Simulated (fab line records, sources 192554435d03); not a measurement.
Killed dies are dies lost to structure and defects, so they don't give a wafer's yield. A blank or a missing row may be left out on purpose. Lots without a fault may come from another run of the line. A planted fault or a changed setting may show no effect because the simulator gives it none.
One fault seen from 2 desks | flow n5_finfet | each desk has only its own numbers; what lay behind them comes last

THE METROLOGY DESK
What the gauges read, lot by lot, whatever tool the lot ran on: means of the sampled wafers that have a number. A lot is out of limits, marked OUT, if its mean lies more than 4 standard deviations from the usual mean; the brackets give that distance. Of its 13 readings 7 are shown: those that lie furthest out on some lot.
Columns: A = thk_nm at N5_DUMMY_GATE_THK_MEAS_05, usual 72.0 nm; B = cd_nm at N5_DUMMY_GATE_CD_MEAS_15, usual 24.96 nm; C = DIBL_P at N5_BEOL_M4_RC_MEAS_101, usual 36.1 mV/V; D = ION_P at N5_BEOL_M4_RC_MEAS_101, usual 464 uA/um; E = SS_N at N5_BEOL_M4_RC_MEAS_101, usual 71.5 mV/dec; F = VT_N at N5_BEOL_M4_RC_MEAS_101, usual 249 mV; G = VT_P at N5_BEOL_M4_RC_MEAS_101, usual -250 mV
lot  | first seen here | A    | B     | C    | D   | E    | F   | G
L285 | day 3 01:38     | 73.4 | 24.92 | 36.5 | 461 | 71.6 | 249 | -251
L289 | day 4 00:27     | 72.9 | 25.23 | 34.3 | 462 | 71.2 | 251 | -251
L300 | day 6 20:53     | 72.1 | 25.07 | 34.1 | 460 | 70.6 | 253 | -251
L302 | day 7 08:59     | 71.6 | 24.88 | 38.2 | 471 | 71.8 | 247 | -248
L304 | day 7 18:14     | 72.2 | 24.64 | 35.2 | 473 | 71.6 | 249 | -244
This desk's finding: nothing out of limits on any of the 5 lots.

THE DEFECT DESK
What the inspections along the route counted, lot by lot: means of the sampled wafers that have a number. A lot is out of limits, marked OUT, if its mean lies more than 4 standard deviations from the usual mean; the brackets give that distance.
Columns: A = raw_defect_count at N5_DUMMY_GATE_INSPECT_17, usual 195
lot  | first seen here | A
L285 | day 3 06:01     | 164
L289 | day 4 04:50     | 122
L300 | day 7 01:25     | 189
L302 | day 7 13:31     | 186
L304 | day 7 22:44     | 169
This desk's finding: nothing out of limits on any of the 5 lots.

PUT TOGETHER
The metrology desk saw nothing out of limits.
The defect desk saw nothing out of limits.

WHAT THE SIMULATOR HAD PUT IN
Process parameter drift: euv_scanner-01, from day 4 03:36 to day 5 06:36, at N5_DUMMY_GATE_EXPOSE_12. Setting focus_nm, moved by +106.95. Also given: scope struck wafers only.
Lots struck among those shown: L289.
